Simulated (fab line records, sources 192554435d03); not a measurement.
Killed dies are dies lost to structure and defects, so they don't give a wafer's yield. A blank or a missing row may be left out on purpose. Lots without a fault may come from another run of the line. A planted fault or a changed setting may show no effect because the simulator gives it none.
Problem report in the 8D (eight disciplines) form, filled by code | flow n5_finfet | the parts of the form that need people (team, actions taken, sign-off) are left out

1. THE PROBLEM
etch_rf_on_time_s at N5_BEOL_M1_ETCH_69 reads a mean of 32.5 s on 1 wafer of 1 lot; wafers without a fault read 25.9 s with a standard deviation of 0.91. That is +7.3 standard deviations from the usual mean.
The step: etches SiARC in CF4, target depth 15.6 nm, time 26 s.
First seen on wafer L840.4, day 6 22:52, on rie_diel-04. The record holds 27 wafers of 9 lots with a number at this step. Rule for "out", or "out of limits": more than 4 standard deviations from the usual mean. The other wafers with a number count as sound.

2. WHAT IT IS AND WHAT IT IS NOT
question                    | is                | is not
which readings at this step | etch_rf_on_time_s | drypump_motor_current_A, oes_product_au, rf_fwd_power_W, rf_vpp_V, showerhead_plenum_p_Torr, throttle_valve_pct
which lots                  | L840              | L838, L850, L851, L853, L855, L856, L857, L858
which wafers of those lots  | L840.4            | L840.3, L840.5
read on which tools         | rie_diel-04       | rie_diel-02, rie_diel-06
when                        | from day 6 22:52  | up to then (5 sound wafers); but 21 sound wafers of L850, L851, L853, L855, L856, L857, L858 came after

3. SUSPECTS, AND WHAT RULES EACH OUT
Counting: a tool at a process step up to the reading stays a suspect if it ran every lot that is out. Sound lots after the first of them don't rule it out here, since some wafers of a struck lot are sound.
- rie_metal-01 at N5_BEOL_M1_HM_OPEN_17 (chemistry Cl2/BCl3, target TiN, target depth 20 nm, overetch 6 nm): kept. It ran the lot that is out, L840 (day 6 22:13).
- rie_diel-04 at N5_BEOL_M1_ETCH_69 (etches SiARC in CF4, target depth 15.6 nm, time 26 s): kept. It ran the lot that is out, L840 (day 6 22:52); its last sound lot up to then is L838 (day 6 07:17). Its own readings are out on those wafers: etch_rf_on_time_s.
Left after counting: rie_metal-01 at N5_BEOL_M1_HM_OPEN_17, rie_diel-04 at N5_BEOL_M1_ETCH_69.

4. THE CAUSE (what the simulator had put in)
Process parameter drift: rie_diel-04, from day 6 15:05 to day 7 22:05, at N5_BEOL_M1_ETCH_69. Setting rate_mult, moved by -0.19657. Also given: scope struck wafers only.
Counting left 2 suspects, and this tool is among them.

5. THE CHAIN OF EFFECTS, in route order
Each row: a reading whose mean over the struck wafers that have a number lies more than 3 standard deviations from the usual. Only readings for which the record gives a usual standard deviation are gone through. hours: the time from each lot's start at the first step in this table that gives one to its start at this step, as a median over the lots. sigmas: the change in usual standard deviations.
hours | step               | reading           | usual  | on struck wafers | change | sigmas
0     | N5_BEOL_M1_ETCH_69 | etch_rf_on_time_s | 25.9 s | 32.5             | +6.6   | +7.3
The process steps in it:
- N5_BEOL_M1_ETCH_69: etches SiARC in CF4, target depth 15.6 nm, time 26 s.
Later measuring or inspecting steps at which every struck wafer that the step has a row for has a number for every such reading, and none has moved that far: N5_BEOL_M4_RC_MEAS_101.

6. WHAT WOULD HAVE CAUGHT IT SOONER
In this record the first reading out of limits was taken at day 6 22:52, 8 hours after the fault began at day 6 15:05.
